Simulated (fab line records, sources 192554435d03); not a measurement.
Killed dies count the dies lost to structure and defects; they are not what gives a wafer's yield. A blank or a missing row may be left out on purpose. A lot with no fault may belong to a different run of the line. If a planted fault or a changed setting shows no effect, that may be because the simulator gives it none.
fab line records	flow n5Finfet
record: lots: 8	wafers: 24	lastDay: 18
route steps=1938 shown SPACER0@260 SD_EPI_N@273 SD_ACTIVATION@332 BEOL_M4@1111 PASSIVATION@1936
lots that met no fault: taken from a fault-free run of the same line
startH: the number of hours between the record's first day and the start of the first shown wafer of the lot	waitH: how many hours have passed since the lot's step before this one	" the same as in the row above	L1.1+2: a single row standing in for several wafers	- value missing, or start not given	* or withheld: withheld	< > ~ a bound
route shown NAME@n: names a module that has steps shown in the file, with the first one's number in the route	usual: mean/standard deviation of fault-free wafers	same: alike in all rows	chamber/n: place in a boat	sites: each site's reading	_std_site: the standard deviation of these	_edge_site: inner sites' mean taken away from outer sites' mean	radiusMm: how far each site lies from the wafer's centre	mask NAME#n: copy n	behind: tool/chamber where the wafer was last shaped	hold: why the lot was held/for how many hours/how that ended	device: which transistor (n, p or np) failed to switch	end of line: the tests these same wafers got at the end of their route	a step without rows: its recipe alone	killed: the dies lost at the first sort to structure and to defects; this is not the yield of the wafer	map: per-die view of a wafer (x killed, . not killed, _ where there is no die)
set.NAME: the setting as run; set.NAME@STEP: as run at that earlier step	model.NAME: the simulator's own value behind a step, which no gauge read
one table for each step of the route and one row for each wafer, over a sample of lots
services: a tool's chamber out of use, with start hour (startH, from the record's first day; less than 0 if before it), hours out, and reason
== steps ==
step: N5_SPACER0_ALD_08
recipe: material: SiNx	targetThkA: 20	tempC: 400	aldPrecursorFamily: SiH2I2	aldCoReactant: N2/H2-plasma	pressureTorr: 2
usual: heaterPowerW: 851/79
lot.wafer	tool	chamber	startH	waitH	heaterPowerW
L698.1	aldSin-04	1	60.86	0.1	695
L698.3	"	2	"	"	931
L698.4	"	3	"	"	728
L700.1	aldSin-04	1	72.16	0.1	707
L700.2	"	0	"	"	952
L700.5	"	1	"	"	704
L703.2	aldSin-04	1	89.58	0.1	708
L703.3	"	2	"	"	935
L703.6	"	3	"	"	732
L705.3	aldSin-02	1	103.48	0.1	827
L705.5	"	1	"	"	834
L705.6	"	0	"	"	890
L713.1	aldSin-03	1	153.14	0.1	859
L713.4	"	0	"	"	899
L713.5	"	3	"	"	838
L717.2	aldSin-02	1	175.35	0.1	836
L717.4	"	0	"	"	906
L717.6	"	2	"	"	894
L718.1	aldSin-02	2	182.03	0.1	884
L718.5	"	0	"	"	900
L718.6	"	3	"	"	785
L719.1	aldSin-02	0	184.94	0.1	906
L719.3	"	3	"	"	765
L719.5	"	1	"	"	861
step: N5_SD_EPI_N_DESCUM_14
recipe: chemistry: O2	timeS: 7.9	sourcePowerW: 50	biasPowerW: 20	pressureMtorr: 20	rfFrequencyHz: 2.712e+07	tempC: 40	resist: CAR-ArF-block	o2FlowSccm: 225
usual: drypumpMotorCurrentA: 5.9/0.45	oesProductAu: 0.77/0.082	rfVppV: 243.1/1.4	showerheadPlenumPTorr: 2.09/0.07	tempC: 39.99/0.11	throttleValvePct: 20.29/0.25
lot.wafer	tool	chamber	startH	waitH	drypumpMotorCurrentA	oesProductAu	rfHoursCounterH	rfVppV	showerheadPlenumPTorr	tempC	throttleValvePct
L698.1	rieDiel-03	2	61.61	0.1	6.4	0.76	157	241.3	2.00	40.06	20.31
L698.3	"	3	"	"	6.3	0.73	205	244.4	2.08	39.89	20.72
L698.4	"	1	"	"	5.8	0.75	165	243.6	2.18	40.20	20.34
L700.1	rieDiel-02	1	73.28	0.2	4.8	0.72	191	241.9	2.00	40.05	20.27
L700.2	"	0	"	"	5.5	0.84	68	243.1	2.11	40.12	19.89
L700.5	"	3	"	"	5.9	0.85	-	243.7	2.12	39.91	20.33
L703.2	rieDiel-01	3	90.69	0.5	6.1	0.93	14	245.5	2.23	39.91	20.08
L703.3	"	0	"	"	6.2	0.70	228	245.4	2.14	39.84	20.14
L703.6	"	1	"	"	5.9	0.99	-	242.8	2.04	39.74	20.10
L705.3	rieDiel-03	0	104.29	0.2	6.3	0.69	232	243.0	2.06	40.10	20.23
L705.5	"	2	"	"	6.4	0.75	-	242.2	2.00	40.19	20.32
L705.6	"	3	"	"	6.3	0.72	-	243.0	2.08	40.09	20.74
L713.1	rieDiel-03	1	153.78	0.0	5.8	0.72	193	244.7	2.18	39.97	20.40
L713.4	"	0	"	"	6.3	0.69	249	240.6	2.06	39.98	20.27
L713.5	"	3	"	"	6.3	0.70	-	242.9	2.07	40.10	20.76
L717.2	rieDiel-01	0	176.00	0.0	6.2	0.97	2	243.6	2.14	40.08	19.80
L717.4	"	0	"	"	6.2	0.98	-	243.3	2.14	40.01	19.79
L717.6	"	3	"	"	6.2	0.86	-	244.9	2.22	39.96	20.12
L718.1	rieDiel-02	3	182.72	0.1	5.9	0.78	94	243.2	2.11	39.96	20.38
L718.5	"	2	"	"	5.6	0.94	-	244.7	2.14	40.05	20.60
L718.6	"	1	"	"	4.8	0.69	-	241.6	1.98	40.00	20.33
L719.1	rieDiel-03	3	185.58	0.0	6.3	0.70	245	242.6	2.07	39.94	20.78
L719.3	"	2	"	"	6.4	0.72	198	240.4	1.99	40.03	20.37
L719.5	"	3	"	"	6.3	0.69	-	242.6	2.07	39.95	20.79
step: N5_SD_EPI_N_STRIP_38
recipe: chemistry: N2/H2	powerW: 1000	tempC: 250	h2Frac: 0.65	overashFraction: 0.3	pressureMtorr: withheld	n2FlowSccm: 1750	h2FlowSccm: 3250
usual: drypumpMotorCurrentA: 5.86/0.15	heaterPowerW: 341/22	oesProductAu: 0.761/0.012	tempC: 250.01/0.21
same: overashFraction: 0.3
lot.wafer	tool	chamber	startH	waitH	drypumpMotorCurrentA	heaterPowerW	oesProductAu	rfHoursCounterH	tempC
L698.1	plasmaAsher-01	1	62.63	0.3	5.99	389	0.774	88	250.00
L698.3	"	0	"	"	5.99	331	0.764	-	249.86
L698.4	"	1	"	"	6.00	372	0.758	-	249.96
L700.1	plasmaAsher-01	1	74.07	0.1	6.00	383	0.756	93	250.17
L700.2	"	0	"	"	6.00	323	0.750	93	249.74
L700.5	"	0	"	"	5.98	321	0.760	-	250.16
L703.2	plasmaAsher-02	1	91.48	0.1	5.95	312	0.766	36	250.17
L703.3	"	1	"	"	5.93	320	0.767	-	250.04
L703.6	"	0	"	"	5.63	345	0.746	-	250.07
L705.3	plasmaAsher-02	1	105.09	0.1	5.90	317	0.754	-	250.05
L705.5	"	0	"	"	5.60	344	0.769	-	250.09
L705.6	"	1	"	"	5.93	327	0.767	-	249.86
L713.1	plasmaAsher-02	0	154.57	0.1	5.66	346	0.761	48	250.09
L713.4	"	0	"	"	5.59	348	0.763	-	250.31
L713.5	"	0	"	"	5.65	349	0.760	-	250.39
L717.2	plasmaAsher-02	1	176.78	0.1	5.91	328	0.754	50	250.11
L717.4	"	1	"	"	5.90	320	0.781	-	250.30
L717.6	"	0	"	"	5.63	344	0.747	-	250.03
L718.1	plasmaAsher-02	1	183.50	0.1	5.92	329	0.761	52	249.86
L718.5	"	0	"	"	5.61	356	0.762	-	249.77
L718.6	"	1	"	"	5.91	324	0.751	-	249.45
L719.1	plasmaAsher-01	0	186.36	0.1	5.99	326	0.752	117	249.70
L719.3	"	0	"	"	5.97	321	0.770	-	250.24
L719.5	"	1	"	"	5.97	378	0.762	-	249.92
step: N5_SD_EPI_N_EPI_21
recipe: material: Si:P	dopant: P	tempC: 680	pressureTorr: 255	timeS: 690
usual: susceptorTempC: 680.0/0.32	susceptor_temp_C_max: 681.6/0.75
lot.wafer	tool	chamber	startH	waitH	susceptorTempC	susceptor_temp_C_max
L698.1	epiRpcvd-03	0	63.52	0.1	680.7	682.0
L698.3	"	0	"	"	680.1	681.1
L698.4	"	0	"	"	680.1	681.3
L700.1	epiRpcvd-04	0	74.96	0.1	680.1	681.6
L700.2	"	0	"	"	679.7	680.9
L700.5	"	0	"	"	679.7	681.4
L703.2	epiRpcvd-03	0	92.68	0.4	679.6	681.2
L703.3	"	0	"	"	679.3	680.7
L703.6	"	0	"	"	680.0	681.1
L705.3	epiRpcvd-03	0	106.52	0.7	679.6	680.9
L705.5	"	0	"	"	679.9	681.2
L705.6	"	0	"	"	680.1	681.4
L713.1	epiRpcvd-04	0	155.46	0.1	680.3	681.7
L713.4	"	0	"	"	680.1	681.6
L713.5	"	0	"	"	680.0	681.2
L717.2	epiRpcvd-04	0	177.95	0.4	674.2	675.4
L717.4	"	0	"	"	674.0	675.4
L717.6	"	0	"	"	674.2	675.3
L718.1	epiRpcvd-04	0	184.40	0.1	674.5	676.2
L718.5	"	0	185.52	1.1	674.5	675.7
L718.6	"	0	"	"	675.0	676.2
L719.1	epiRpcvd-03	0	187.25	0.1	680.5	681.6
L719.3	"	0	"	"	680.3	681.5
L719.5	"	0	"	"	680.6	681.7
step: N5_SD_EPI_N_EPI_MEAS_23
recipe: mode: xrd
usual: thkNm: 59.5/1.2
lot.wafer	tool	chamber	startH	waitH	thkNm
L698.1	filmMetro-02	-	65.24	1.4	61.7
L698.3	"	-	"	"	60.0
L698.4	"	-	"	"	58.8
L700.1	filmMetro-02	-	76.68	1.4	58.9
L700.2	"	-	"	"	59.5
L700.5	"	-	"	"	58.7
L703.2	filmMetro-01	-	94.12	1.2	61.6
L703.3	"	-	"	"	59.9
L703.6	"	-	"	"	60.3
L705.3	filmMetro-01	-	107.68	0.9	58.6
L705.5	"	-	"	"	59.6
L705.6	"	-	"	"	58.4
L713.1	filmMetro-01	-	157.17	1.4	57.8
L713.4	"	-	"	"	60.7
L713.5	"	-	"	"	59.8
L717.2	filmMetro-01	-	179.39	1.2	54.4
L717.4	"	-	"	"	53.4
L717.6	"	-	"	"	53.3
L718.1	filmMetro-01	-	186.11	1.4	56.3
L718.5	"	-	"	"	54.0
L718.6	"	-	"	"	54.1
L719.1	filmMetro-02	-	188.97	1.4	59.4
L719.3	"	-	"	"	57.2
L719.5	"	-	"	"	56.3
step: N5_SD_ACTIVATION_RS_MEAS_03
recipe: thkMeasGauge: four-point-probe
usual: RS_SD_N: 21.79/0.27	RS_SD_P: 55.5/0.83
lot.wafer	tool	chamber	startH	waitH	RS_SD_N[ohm/sq]	RS_SD_P[ohm/sq]
L698.1	filmMetro-02	-	70.48	0.2	21.65	56.9
L698.3	"	-	"	"	21.81	56.2
L698.4	"	-	"	"	21.60	56.6
L700.1	filmMetro-01	-	82.34	0.2	22.31	55.5
L700.2	"	-	"	"	22.00	55.3
L700.5	"	-	"	"	22.15	56.1
L703.2	filmMetro-02	-	99.58	0.2	21.77	55.7
L703.3	"	-	"	"	21.43	56.0
L703.6	"	-	"	"	21.71	55.1
L705.3	filmMetro-01	-	112.96	0.2	21.80	54.4
L705.5	"	-	"	"	21.64	55.9
L705.6	"	-	"	"	21.57	55.4
L713.1	filmMetro-01	-	163.34	0.2	21.96	55.2
L713.4	"	-	"	"	21.95	55.2
L713.5	"	-	"	"	21.74	54.0
L717.2	filmMetro-02	-	184.68	0.2	23.44	55.6
L717.4	"	-	"	"	23.42	56.4
L717.6	"	-	"	"	23.39	55.6
L718.1	filmMetro-01	-	191.30	0.2	23.64	54.8
L718.5	"	-	"	"	23.44	55.3
L718.6	"	-	"	"	23.79	55.0
L719.1	filmMetro-01	-	194.19	0.2	21.56	55.6
L719.3	"	-	"	"	21.70	55.4
L719.5	"	-	"	"	21.82	55.5
step: N5_BEOL_M4_RC_MEAS_101
usual: DIBL_N: 36.4/1.2	DIBL_P: 36.1/1.6	IOFF_N: 0.156/0.024	IOFF_P: 0.21/0.031	ION_N: 674/11	ION_P: 463/6.9	RS_SD_N: 28.2/0.35	SS_N: 71.5/0.5	SS_P: 73.2/0.55	VT_N: 250.0/2.9	VT_P: -250/3.6
lot.wafer	tool	chamber	startH	waitH	DIBL_N[mV/V]	DIBL_P[mV/V]	IOFF_N[nA/um]	IOFF_P[nA/um]	ION_N[uA/um]	ION_P[uA/um]	RS_SD_N[ohm/sq]	SS_N[mV/dec]	SS_P[mV/dec]	VT_N[mV]	VT_P[mV]
L698.1	prober-01	0	173.74	0.0	37.3	38.3	0.181	0.23	680	469	28.1	72.1	73.3	247.3	-250
L698.3	"	0	"	"	38.7	39.4	0.208	0.24	684	464	27.8	72.1	73.8	244.2	-249
L698.4	"	0	"	"	36.8	37.6	0.167	0.21	674	459	27.6	72.4	73.3	247.0	-251
L700.1	prober-02	0	189.00	0.0	37.3	39.6	0.204	0.26	698	473	28.5	72.3	73.9	245.0	-250
L700.2	"	0	"	"	35.2	37.1	0.160	0.22	669	459	28.6	71.4	73.7	249.5	-248
L700.5	"	0	"	"	36.6	38.4	0.183	0.24	676	461	28.7	71.8	73.5	247.5	-250
L703.2	prober-02	0	195.98	0.2	34.6	33.9	0.136	0.20	661	466	28.0	70.7	73.5	250.5	-249
L703.3	"	0	"	"	35.2	35.1	0.148	0.22	678	468	28.2	71.2	73.2	251.3	-247
L703.6	"	0	"	"	36.4	36.3	0.181	0.25	688	482	28.2	71.6	73.9	246.8	-246
L705.3	prober-02	0	222.35	0.3	39.1	38.8	0.219	0.26	698	476	28.2	72.2	73.5	243.5	-246
L705.5	"	0	"	"	37.1	35.5	0.158	0.21	676	466	28.2	71.5	73.5	249.8	-249
L705.6	"	0	"	"	38.8	38.1	0.207	0.25	698	471	27.9	71.7	73.9	244.3	-246
L713.1	prober-01	0	257.99	0.0	35.7	34.8	0.138	0.19	668	461	28.1	70.4	73.1	249.6	-249
L713.4	"	0	"	"	35.9	35.4	0.143	0.21	668	461	28.3	71.3	72.7	248.5	-250
L713.5	"	0	"	"	36.2	35.9	0.145	0.21	669	466	28.0	71.4	72.7	249.6	-248
L717.2	prober-02	0	300.99	0.2	37.5	36.8	0.152	0.20	671	464	30.3	71.8	72.6	252.3	-254
L717.4	"	0	"	"	36.1	34.9	0.127	0.18	665	462	31.1	71.3	72.5	253.6	-254
L717.6	"	0	"	"	36.3	34.9	0.134	0.18	678	464	30.6	71.2	72.6	254.3	-255
L718.1	prober-02	0	314.63	0.0	37.4	37.7	0.179	0.23	664	464	30.4	71.8	74.1	248.1	-249
L718.5	"	0	"	"	36.5	36.1	0.154	0.20	654	455	30.6	71.3	73.4	252.4	-253
L718.6	"	0	"	"	36.4	36.2	0.154	0.20	666	460	30.7	71.6	73.5	250.6	-253
L719.1	prober-01	0	314.74	0.0	35.8	35.8	0.156	0.19	678	464	28.0	71.4	73.8	248.1	-253
L719.3	"	0	"	"	35.0	34.4	0.141	0.17	674	452	27.9	72.0	73.3	251.6	-255
L719.5	"	0	"	"	35.1	34.8	0.140	0.17	681	464	28.3	71.5	72.8	248.5	-254
step: N5_PASSIVATION_PROBE_49
usual: defectLimitedYield: 91.4/1.5	killed_at_M0_to_M3: 31/11	killed_at_M4_up: 13/5.5	killedAtContacts: 13/6.3	killedAtFrontEnd: 40/13	killedAtOther: 3.3/2.6	killedDies: 101/18	killedOpen: 67/13	killedShort: 33/7.9	sort_bin_5_function: 5.1/1	sort_bin_6_memory: 3.2/0.68	sortNPass: 1079/18	sortYieldPct: 91.4/1.5
same: grossDies: 1180	killedAtBackSide: 0	sort_bin_4_leakage[%]: 0	sort_bin_8_speed[%]: 0
lot.wafer	tool	chamber	startH	waitH	defectLimitedYield[%]	killed_at_M0_to_M3	killed_at_M4_up	killedAtContacts	killedAtFrontEnd	killedAtOther	killedDies	killedOpen	killedShort	sort_bin_5_function[%]	sort_bin_6_memory[%]	sortNPass	sortYieldPct[%]
L698.1	prober-01	-	269.94	0.0	89.8	46	21	17	31	5	120	75	43	5.8	4.1	1060	89.8
L698.3	prober-01	-	270.04	0.1	91.9	55	7	4	27	2	95	58	37	5.0	2.6	1085	91.9
L698.4	prober-01	-	270.09	0.2	91.4	40	10	10	38	3	101	62	38	4.6	3.5	1079	91.4
L700.1	prober-02	-	281.71	0.0	92.5	32	7	11	35	3	88	49	38	5.0	2.4	1092	92.5
L700.2	prober-02	-	281.76	0.1	92.1	27	10	29	27	0	93	68	25	4.6	3.2	1087	92.1
L700.5	prober-02	-	281.91	0.2	90.5	27	8	21	49	7	112	74	38	5.3	4.0	1068	90.5
L703.2	prober-01	-	298.47	0.1	91.4	36	14	23	26	2	101	66	35	5.5	2.6	1079	91.4
L703.3	prober-01	-	298.52	0.1	92.3	36	11	21	17	6	91	63	28	3.9	3.5	1089	92.3
L703.6	prober-01	-	298.67	0.3	91.9	33	13	7	39	3	95	56	38	5.1	2.8	1085	91.9
L705.3	prober-02	-	323.71	0.2	92.0	29	10	19	32	4	94	78	15	4.6	3.1	1086	92.0
L705.5	prober-02	-	323.81	0.3	90.7	27	16	14	51	2	110	72	38	5.8	3.3	1070	90.7
L705.6	prober-02	-	323.86	0.3	92.8	21	7	14	43	0	85	49	35	4.2	2.8	1095	92.8
L713.1	prober-02	-	356.28	0.0	90.4	28	22	18	44	1	113	75	38	5.3	4.0	1067	90.4
L713.4	prober-02	-	356.43	0.2	91.5	37	10	13	38	2	100	54	46	5.9	2.1	1080	91.5
L713.5	prober-02	-	356.48	0.2	90.5	36	16	20	35	5	112	81	31	5.8	3.5	1068	90.5
L717.2	prober-02	-	406.18	0.3	92.5	37	17	12	22	0	88	58	30	4.2	3.0	1092	92.5
L717.4	prober-02	-	406.28	0.4	92.2	38	13	1	40	0	92	52	38	4.0	3.3	1088	92.2
L717.6	prober-02	-	406.38	0.5	93.0	30	9	11	31	2	83	52	31	4.4	2.4	1097	93.0
L718.1	prober-02	-	422.03	0.0	91.6	23	8	21	46	1	99	66	33	5.0	3.1	1081	91.6
L718.5	prober-02	-	422.23	0.2	91.0	24	11	13	56	2	106	76	30	5.6	3.1	1074	91.0
L718.6	prober-02	-	422.28	0.3	92.1	30	12	6	40	5	93	68	23	5.3	2.5	1087	92.1
L719.1	prober-02	-	422.33	0.1	89.8	37	7	13	58	5	120	70	50	6.7	3.4	1060	89.8
L719.3	prober-02	-	422.43	0.2	91.8	36	15	8	34	4	97	59	38	5.0	2.8	1083	91.8
L719.5	prober-02	-	422.53	0.3	90.9	36	11	22	32	6	107	75	32	4.8	3.9	1073	90.9
killed by level:class
L698.1 MOL_CONTACT_COAG:geometricParticle:open=13 BEOL_M4:geometricParticle:open=13 FIN_SAQP:geometricParticle:short=12 BEOL_M0_SAQP:geometricParticle:open=9 BEOL_M0_SAQP:geometricParticle:short=7 BEOL_M1:geometricParticle:open=7 BEOL_M2:geometricParticle:open=7 BEOL_M3:geometricParticle:open=5
L698.3 BEOL_M0_SAQP:geometricParticle:short=12 BEOL_M2:geometricParticle:open=11 BEOL_M0_SAQP:geometricParticle:open=8 FIN_SAQP:geometricParticle:short=7 BEOL_M0:geometricParticle:open=6 BEOL_M1:geometricParticle:open=6 BEOL_M3:geometricParticle:open=6 DUMMY_GATE:geometricParticle:open=4
L698.4 BEOL_M2:geometricParticle:open=10 FIN_SAQP:geometricParticle:short=9 BEOL_M0_SAQP:geometricParticle:open=8 FIN_SAQP:geometricParticle:open=7 MOL_CONTACT_COAG:geometricParticle:open=6 BEOL_M0_SAQP:geometricParticle:short=6 BEOL_M1:geometricParticle:open=5 BEOL_M3:geometricParticle:open=5
L700.1 MOL_CONTACT_COAG:geometricParticle:open=10 GATE_CUT:geometricParticle:short=7 BEOL_M0_SAQP:geometricParticle:open=7 FIN_SAQP:geometricParticle:short=6 BEOL_M0_SAQP:geometricParticle:short=6 STARTING-WAFER:geometricParticle:short=6 FIN_SAQP:geometricParticle:open=5 STI_FIN_REVEAL:geometricParticle:open=5
L700.2 MOL_CONTACT_COAG:geometricParticle:open=25 BEOL_M2:geometricParticle:open=7 BEOL_M3:geometricParticle:open=6 BEOL_M4:geometricParticle:open=5 STI_FIN_REVEAL:geometricParticle:open=4 GATE_CUT:geometricParticle:open=4 MOL_CONTACT_COAG:geometricParticle:short=4 BEOL_M0_SAQP:geometricParticle:short=4
L700.5 MOL_CONTACT_COAG:geometricParticle:open=17 STI_FIN_REVEAL:geometricParticle:open=13 FIN_SAQP:geometricParticle:open=8 FIN_SAQP:geometricParticle:short=7 GATE_CUT:geometricParticle:short=6 DUMMY_GATE:geometricParticle:open=5 BEOL_M2:geometricParticle:open=5 BEOL_M4:geometricParticle:open=5
L703.2 MOL_CONTACT_COAG:geometricParticle:open=16 BEOL_M3:geometricParticle:open=13 BEOL_M0_SAQP:geometricParticle:short=11 FIN_SAQP:geometricParticle:open=8 MOL_CONTACT_COAG:geometricParticle:short=7 BEOL_M4:geometricParticle:open=7 BEOL_M0_SAQP:geometricParticle:open=5 STI_FIN_REVEAL:geometricParticle:open=3
L703.3 MOL_CONTACT_COAG:geometricParticle:open=17 BEOL_M0_SAQP:geometricParticle:open=10 BEOL_M0_SAQP:geometricParticle:short=9 BEOL_M4:geometricParticle:open=8 FIN_SAQP:geometricParticle:short=6 BEOL_M2:geometricParticle:open=5 BEOL_M3:geometricParticle:open=5 MOL_CONTACT_COAG:geometricParticle:short=4
L703.6 STARTING-WAFER:geometricParticle:open=7 BEOL_M3:geometricParticle:open=7 BEOL_M4:geometricParticle:open=7 FIN_SAQP:geometricParticle:short=6 BEOL_M2:geometricParticle:open=6 MOL_CONTACT_COAG:geometricParticle:open=5 BEOL_M0:geometricParticle:open=5 STI_FIN_REVEAL:geometricParticle:short=4
L705.3 MOL_CONTACT_COAG:geometricParticle:open=16 STI_FIN_REVEAL:geometricParticle:open=8 BEOL_M2:geometricParticle:open=8 BEOL_M1:geometricParticle:open=7 BEOL_M0_SAQP:geometricParticle:open=6 FIN_SAQP:geometricParticle:open=5 FIN_SAQP:geometricParticle:short=4 DUMMY_GATE:geometricParticle:open=4
L705.5 MOL_CONTACT_COAG:geometricParticle:open=11 DUMMY_GATE:geometricParticle:open=10 STI_FIN_REVEAL:geometricParticle:open=8 FIN_SAQP:geometricParticle:short=7 GATE_CUT:geometricParticle:short=7 BEOL_M2:geometricParticle:open=7 BEOL_M0_SAQP:geometricParticle:open=6 BEOL_M0_SAQP:geometricParticle:short=6
L705.6 STI_FIN_REVEAL:geometricParticle:open=11 MOL_CONTACT_COAG:geometricParticle:open=11 BEOL_M2:geometricParticle:open=10 GATE_CUT:geometricParticle:short=6 FIN_SAQP:geometricParticle:short=5 DUMMY_GATE:geometricParticle:open=5 STARTING-WAFER:geometricParticle:short=4 MOL_CONTACT_COAG:geometricParticle:short=3
L713.1 MOL_CONTACT_COAG:geometricParticle:open=14 BEOL_M2:geometricParticle:open=12 FIN_SAQP:geometricParticle:short=10 BEOL_M4:geometricParticle:open=10 FIN_SAQP:geometricParticle:open=9 STI_FIN_REVEAL:geometricParticle:open=6 BEOL_M0_SAQP:geometricParticle:open=6 BEOL_M0_SAQP:geometricParticle:short=5
L713.4 BEOL_M0_SAQP:geometricParticle:short=12 MOL_CONTACT_COAG:geometricParticle:open=10 FIN_SAQP:geometricParticle:short=7 STI_FIN_REVEAL:geometricParticle:open=7 BEOL_M2:geometricParticle:open=7 BEOL_M4:geometricParticle:open=6 FIN_SAQP:geometricParticle:open=5 GATE_CUT:geometricParticle:short=5
L713.5 MOL_CONTACT_COAG:geometricParticle:open=16 BEOL_M0_SAQP:geometricParticle:open=10 STI_FIN_REVEAL:geometricParticle:open=8 FIN_SAQP:geometricParticle:short=7 BEOL_M1:geometricParticle:open=7 BEOL_M2:geometricParticle:open=7 FIN_SAQP:geometricParticle:open=5 BEOL_M4:geometricParticle:open=5
L717.2 MOL_CONTACT_COAG:geometricParticle:open=10 BEOL_M4:geometricParticle:open=7 BEOL_M0_SAQP:geometricParticle:short=6 BEOL_M3:geometricParticle:open=6 BEOL_M1:geometricParticle:open=6 BEOL_M2:geometricParticle:open=6 DUMMY_GATE:geometricParticle:open=4 GATE_CUT:geometricParticle:open=4
L717.4 BEOL_M3:geometricParticle:open=11 BEOL_M0_SAQP:geometricParticle:short=7 BEOL_M0_SAQP:geometricParticle:open=6 FIN_SAQP:geometricParticle:short=5 DUMMY_GATE:geometricParticle:open=5 STI_FIN_REVEAL:geometricParticle:open=5 DUMMY_GATE:geometricParticle:short=4 GATE_CUT:geometricParticle:short=4
L717.6 MOL_CONTACT_COAG:geometricParticle:open=11 FIN_SAQP:geometricParticle:short=6 BEOL_M0_SAQP:geometricParticle:open=6 BEOL_M1:geometricParticle:open=6 GATE_CUT:geometricParticle:short=5 BEOL_M0_SAQP:geometricParticle:short=5 GATE_CUT:geometricParticle:open=4 BEOL_M1:geometricParticle:short=4
L718.1 STI_FIN_REVEAL:geometricParticle:open=22 MOL_CONTACT_COAG:geometricParticle:open=17 GATE_CUT:geometricParticle:short=8 BEOL_M0_SAQP:geometricParticle:short=7 FIN_SAQP:geometricParticle:open=6 BEOL_M1:geometricParticle:open=6 BEOL_M0_SAQP:geometricParticle:open=5 MOL_CONTACT_COAG:geometricParticle:short=4
L718.5 FIN_SAQP:geometricParticle:open=18 MOL_CONTACT_COAG:geometricParticle:open=12 DUMMY_GATE:geometricParticle:open=9 GATE_CUT:geometricParticle:short=8 BEOL_M0_SAQP:geometricParticle:short=7 BEOL_M1:geometricParticle:open=7 STI_FIN_REVEAL:geometricParticle:open=5 BEOL_M4:geometricParticle:open=5
L718.6 STI_FIN_REVEAL:geometricParticle:open=9 BEOL_M1:geometricParticle:open=9 FIN_SAQP:geometricParticle:open=7 BEOL_M3:geometricParticle:open=7 BEOL_M4:geometricParticle:open=6 MOL_CONTACT_COAG:geometricParticle:open=5 BEOL_M0_SAQP:geometricParticle:short=5 STI_FIN_REVEAL:geometricParticle:short=4
L719.1 STI_FIN_REVEAL:geometricParticle:open=10 MOL_CONTACT_COAG:geometricParticle:open=10 FIN_SAQP:geometricParticle:open=9 FIN_SAQP:geometricParticle:short=9 STI_FIN_REVEAL:geometricParticle:short=8 BEOL_M0_SAQP:geometricParticle:short=8 BEOL_M3:geometricParticle:open=7 BEOL_M1:geometricParticle:short=5
L719.3 BEOL_M0_SAQP:geometricParticle:short=10 BEOL_M0_SAQP:geometricParticle:open=9 BEOL_M1:geometricParticle:open=9 MOL_CONTACT_COAG:geometricParticle:open=7 STI_FIN_REVEAL:geometricParticle:open=6 FIN_SAQP:geometricParticle:short=5 GATE_CUT:geometricParticle:short=5 BEOL_M4:geometricParticle:open=5
L719.5 MOL_CONTACT_COAG:geometricParticle:open=20 BEOL_M3:geometricParticle:open=9 BEOL_M1:geometricParticle:open=8 STI_FIN_REVEAL:geometricParticle:open=8 FIN_SAQP:geometricParticle:short=6 FIN_SAQP:geometricParticle:open=6 BEOL_M0_SAQP:geometricParticle:open=6 BEOL_M0_SAQP:geometricParticle:short=5
== services ==
tool	chamber	startH	hours	kind
rieDiel-03	0	37.52	13.5	repair
aldSin-03	-	47.30	2.8	pm
plasmaAsher-02	-	61.55	14.6	pm
rieDiel-01	2	64.49	1.4	repair
aldSin-04	-	66.64	0.6	repair
rieDiel-03	-	72.00	15.6	pm
aldSin-04	1	74.43	3.5	repair
aldSin-02	0	83.73	3.5	repair
aldSin-03	-	85.25	14.0	pm
aldSin-03	3	101.40	10.0	repair
aldSin-02	0	108.34	6.2	repair
rieDiel-01	1	121.69	7.3	repair
epiRpcvd-03	-	132.88	6.0	pm
plasmaAsher-01	-	132.90	0.6	repair
epiRpcvd-04	-	138.19	8.1	pm
plasmaAsher-02	-	139.38	4.3	pm
aldSin-02	-	141.74	6.1	pm
rieDiel-02	3	152.96	1.8	repair
rieDiel-03	0	165.62	14.4	repair
rieDiel-01	1	172.82	7.6	repair
rieDiel-02	0	174.77	2.9	repair
aldSin-04	-	176.75	14.0	pm
epiRpcvd-04	-	187.47	0.3	repair
epiRpcvd-04	-	187.85	0.7	repair
== key ==
firstSign: step: N5_SD_EPI_N_EPI_21	reading: susceptorTempC	direction: down	sigmas: 18	usual: *	struck: *
effect: step: N5_SD_EPI_N_EPI_21	reading: susceptor_temp_C_max	direction: down	sigmas: 7.8	usual: *	struck: *
effect: step: N5_SD_EPI_N_EPI_MEAS_23	reading: thkNm	direction: down	sigmas: 4.4	usual: *	struck: *
effect: step: N5_SD_ACTIVATION_RS_MEAS_03	reading: RS_SD_N	direction: up	sigmas: 6.4	usual: 21.79	struck: 23.52
effect: step: N5_BEOL_M4_RC_MEAS_101	reading: RS_SD_N	direction: up	sigmas: 6.7	usual: 28.2	struck: 30.6
metAt N5_SD_EPI_N_EPI_21
struckLots L717,L718
notActingAt N5_SPACER0_ALD_08,N5_SD_EPI_N_DESCUM_14,N5_SD_EPI_N_STRIP_38
onsetBetween 155.46 177.95
fault: kind: processParameterDrift	tool: epiRpcvd-04	chamber: -	onsetH: 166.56	steps: N5_SD_EPI_N_EPI_21	channel: tempC	offset: *	shape: step	endH: 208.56	actsIn: *	stated: *
